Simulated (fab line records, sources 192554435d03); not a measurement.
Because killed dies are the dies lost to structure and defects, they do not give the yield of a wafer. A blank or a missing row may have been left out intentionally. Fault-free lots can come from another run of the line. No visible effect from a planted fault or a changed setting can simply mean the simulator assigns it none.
Split-lot trial | flow n5Finfet | 39 wafers read from 7 lots, route of 1938 steps

THE SPLIT ITSELF
At N5_MOL_CONTACT_COAG_ETCHBACK_136 (etches SiO2 in CHF3, target depth 25 nm, time 16.7 s), the setting targetDepthA was moved away from the recipe's 250 angstrom on 9 of the 39 wafers read, by +17.5% to +41.8%. This setting was run at the recipe's value on the other wafers.

BETWEEN THE SPLIT AND THE READING: the file shows 1 step in between
- N5_MOL_CONTACT_COAG_STRIP_120: strips in CHF3

THE READING
MOL_CONTACT_COAG.featureDepthNm (the simulator's own value, which no gauge read), in nm, at N5_MOL_CONTACT_COAG_VIA_ETCH_117 (etches SiO2 in C4F6/O2, target depth 40 nm, overetch 8 nm, time 26 s). No usual value for it is given in the file. Across the 30 wafers here that went through the recipe, the average is 40.2 nm and the standard deviation 0.41 nm.

wafer  | tool, chamber at the split | targetDepthA as run, angstrom | against the recipe | MOL_CONTACT_COAG.featureDepthNm, nm | against lot-mates on the recipe
L079.1 | rieDiel-06, 2              | 250                           | recipe             | 40.4                                | -
L079.3 | rieDiel-06, 3,0,2,0,3      | 250                           | recipe             | 40.4                                | -
L079.2 | rieDiel-06, 3,0,2,0,3      | 250                           | recipe             | 39.6                                | -
L079.4 | rieDiel-06, 3,0,2,0,3      | 250                           | recipe             | 40.2                                | -
L079.5 | rieDiel-06, 3,0,2,0,3      | 250                           | recipe             | 40.4                                | -
L079.6 | rieDiel-06, 3,0,2,0,3      | 250                           | recipe             | 39.6                                | -
L082.1 | rieDiel-01, 0              | 250                           | recipe             | 40                                  | -
L082.2 | rieDiel-01, 2              | 293.7                         | +17.5%             | 36.2                                | -4.0
L082.3 | rieDiel-01, 3              | 250                           | recipe             | 39.8                                | -
L082.4 | rieDiel-01, 1,3            | 293.7                         | +17.5%             | 35.6                                | -4.6
L082.5 | rieDiel-01, 1,3            | 293.7                         | +17.5%             | 35.4                                | -4.8
L082.6 | rieDiel-01, 2              | 250                           | recipe             | 40.8                                | -
L085.1 | rieDiel-03, 3,0,2          | 250                           | recipe             | 40.8                                | -
L085.2 | rieDiel-03, 2,1,3          | 250                           | recipe             | 39.8                                | -
L085.3 | rieDiel-03, 3,0,2          | 250                           | recipe             | 40.4                                | -
L085.4 | rieDiel-03, 2,1,3          | 250                           | recipe             | 40.4                                | -
L085.5 | rieDiel-03, 3,0,2          | 250                           | recipe             | 40                                  | -
L085.6 | rieDiel-03, 2,1,3          | 250                           | recipe             | 41                                  | -
L091.1 | rieDiel-03, 3              | 250                           | recipe             | 41                                  | -
L091.2 | rieDiel-03, 2,0,0,2        | 250                           | recipe             | 40                                  | -
L091.3 | rieDiel-03, 2,0,0,2        | 250                           | recipe             | 40.2                                | -
L091.4 | rieDiel-03, 3              | 250                           | recipe             | 41                                  | -
L091.5 | rieDiel-03, 2,0,0,2        | 250                           | recipe             | 40.2                                | -
L091.6 | rieDiel-03, 2,0,0,2        | 250                           | recipe             | 40.2                                | -
L093.2 | rieDiel-06, 3              | 250                           | recipe             | 39.8                                | -
L093.4 | rieDiel-06, 2,0            | 250                           | recipe             | 39.8                                | -
L093.6 | rieDiel-06, 2,0            | 250                           | recipe             | 40.4                                | -
L094.1 | rieDiel-01, 2,0,2          | 354.6                         | +41.8%             | 30.4                                | -9.4
L094.2 | rieDiel-01, 1,3            | 250                           | recipe             | 39.8                                | -
L094.3 | rieDiel-01, 2,0,2          | 354.6                         | +41.8%             | 29.8                                | -10.0
L094.4 | rieDiel-01, 3              | 250                           | recipe             | 39.8                                | -
L094.5 | rieDiel-01, 1,3            | 250                           | recipe             | 39.8                                | -
L094.6 | rieDiel-01, 2,0,2          | 354.6                         | +41.8%             | 30.8                                | -9.0
L095.1 | rieDiel-01, 1,2,1          | 323.3                         | +29.3%             | 32.6                                | -7.5
L095.2 | rieDiel-01, 3,0,0          | 250                           | recipe             | 39.8                                | -
L095.3 | rieDiel-01, 1,2,1          | 323.3                         | +29.3%             | 33.8                                | -6.3
L095.4 | rieDiel-01, 3,0,0          | 250                           | recipe             | 40.4                                | -
L095.5 | rieDiel-01, 3,0,0          | 250                           | recipe             | 40.2                                | -
L095.6 | rieDiel-01, 1,2,1          | 323.3                         | +29.3%             | 32.6                                | -7.5
When a row names more than one chamber, that row covers several wafers, and the file does not tell which wafer ran in which chamber.

THE FIT
A straight line over all 39 wafers: MOL_CONTACT_COAG.featureDepthNm changes by -0.24 nm for each +1% of targetDepthA; r = -0.99; the points scatter about the line by 0.44 nm.
The same after taking each lot's own level away (the mean of its wafers on the recipe; 39 wafers): -0.233 nm for each +1%; r = -0.99; scatter 0.42 nm.
Per that fit: largest targetDepthA move, reading shift of 9.8 nm.
Measured against the standard deviation above, the lots' own levels, which go from 39.80 to 40.43 nm, span 1.5 times it.
The two slopes are in agreement: the lot-to-lot level therefore moves the slope only a little.
Check: for one of the wafers moved furthest among these (+41.8%), held out of the fit, the line's prediction against its lot-mates is -9.9 nm. Against them it came out at -9.4 nm.

ADDITIONAL SPLITS CARRIED BY THESE WAFERS
These wafers also went through other splits before the reading. Each is held against what the fit with the lots' levels taken away leaves over:
other split on the same wafers        | wafers away from the commonest value | r with MOL_CONTACT_COAG.featureDepthNm (lot level and that fit taken away)
N5_ZERO_LAYER_DEVELOP_10 developTimeS | 12                                   | -0.03
N5_FIN_SAQP_SPACER1_ALD_24 aldCycles  | 12                                   | -0.01
N5_DUMMY_GATE_ETCH_44 targetDepthA    | 15                                   | -0.13

THE WHOLE CHAIN: every reading that the file lists as answering this split, in the file's order
step                             | what it does                                                         | reading                                                                                | change (the file's fit)                | r (the file's)
N5_MOL_CONTACT_COAG_ETCHBACK_136 | etches SiO2 in CHF3, target depth 25 nm, time 16.7 s                 | SOC_of_MOL_CONTACT_COAG_COAT_62.thkNm (the simulator's own value, which no gauge read) | -0.0237 nm for each +1% of the setting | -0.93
N5_MOL_CONTACT_COAG_VIA_ETCH_117 | etches SiO2 in C4F6/O2, target depth 40 nm, overetch 8 nm, time 26 s | etch.depthNm (the simulator's own value, which no gauge read)                          | -0.234 nm for each +1% of the setting  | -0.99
N5_MOL_CONTACT_COAG_VIA_ETCH_117 | etches SiO2 in C4F6/O2, target depth 40 nm, overetch 8 nm, time 26 s | MOL_CONTACT_COAG.featureDepthNm (the simulator's own value, which no gauge read)       | -0.234 nm for each +1% of the setting  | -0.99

FILE'S OWN FIT
MOL_CONTACT_COAG.featureDepthNm changes by -0.234 nm for each +1% of targetDepthA, r = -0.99.
